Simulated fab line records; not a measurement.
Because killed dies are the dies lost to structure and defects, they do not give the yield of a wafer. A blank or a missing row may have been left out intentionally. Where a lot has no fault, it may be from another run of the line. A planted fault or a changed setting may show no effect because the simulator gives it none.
A struck lot beside a sound one | flow nand-harc | 14 out of 1302 route steps
Sound: wafers L110.1, L110.3, L110.5. Wafers struck: L123.1, L123.4, L123.5. Last of all comes the cause.
At each step with rows: each side's tool, then ch and its chambers, then its first start. Under that, the readings that differ: sound wafers | struck wafers | difference of the means | sigmas: that difference in standard deviations of wafers without a fault.
alike: readings with means less than 2 such deviations apart, plus words and numbers identical on both sides. not compared: withheld readings, readings lacking a value on some wafer, bounds such as >300 that could conceal the same value, and numbers that have no deviation in the record and whose values overlap.
The two part at a step that has a row with sigmas, a row that says differs or no value, or rows on one side only. Non-overlapping numbers with no deviation appear without sigmas and do not part them. A reading missing from all wafers of one side parts the sides only when that side holds two or more wafers.

NHARC_A_STAIRCASE_STRIP_274: strips in O2.
  sound on rie-diel-03 ch 0,1,2; struck on rie-diel-06 ch 1,2,3
  alike: drypump-motor-current-A, o2-flow-sccm, oes-product-au, rf-vpp-V, showerhead-plenum-p-Torr, throttle-valve-pct
  not compared: rf-hours-counter-h
then, 3 steps without rows for these wafers: NHARC_A_STAIRCASE_STRIP_275 (strips in SPM, time 900 s); NHARC_A_STAIRCASE_PRECLEAN_276 (cleans in SC1); NHARC_A_STAIRCASE_SRD_277.
NHARC_A_STAIRCASE_HM_DEP_459: deposits aC, target thk 1500 nm.
  sound on acl-dep-02 ch 0, day 18 11:04; struck on acl-dep-02 ch 0, day 24 01:19
  alike: throttle-valve-pct
NHARC_A_STAIRCASE_DEP_280: deposits SiON, target thk 30 nm.
  sound on pecvd-04 ch 0,1, day 18 12:55; struck on pecvd-04 ch 1,2, day 24 03:14
  alike: heater-power-w
  not compared: since-wet-clean-h
then, 5 steps without rows for these wafers: NHARC_A_STAIRCASE_DEHYDRATE_281 (time 120 s); NHARC_A_STAIRCASE_HMDS_282 (time 30 s); NHARC_A_STAIRCASE_COAT_283; NHARC_A_STAIRCASE_SOFTBAKE_284 (time 170 s); NHARC_A_STAIRCASE_EBR_285.
NHARC_A_STAIRCASE_EXPOSE_286: exposes mask CHOP 100.
  sound on krf-scanner-03 ch 0, day 18 13:23; struck on krf-scanner-01 ch 0, day 24 03:47
  reading              | sound                | struck               | difference | sigmas
  exposure-dose-mJ-cm2 | 24.997 25.014 25.023 | 16.140 16.105 16.101 | -8.896     | -99 or more
  alike: mask
then, 1 step without rows for these wafers: NHARC_A_STAIRCASE_PEB_287 (peb time 130 s).
NHARC_END_SORT_01:
  the record has rows for the sound wafers here (prober-02 ch 0, day 26 01:06) and none for the struck ones

## WHERE THEY PART
Last at NHARC_END_SORT_01 as far as this record goes, first at NHARC_A_STAIRCASE_EXPOSE_286.

WHY: whatever the simulator had introduced
Process parameters drifting: krf-scanner-01 at NHARC_A_STAIRCASE_EXPOSE_286, beginning at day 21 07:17. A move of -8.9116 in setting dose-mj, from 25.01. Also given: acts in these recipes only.
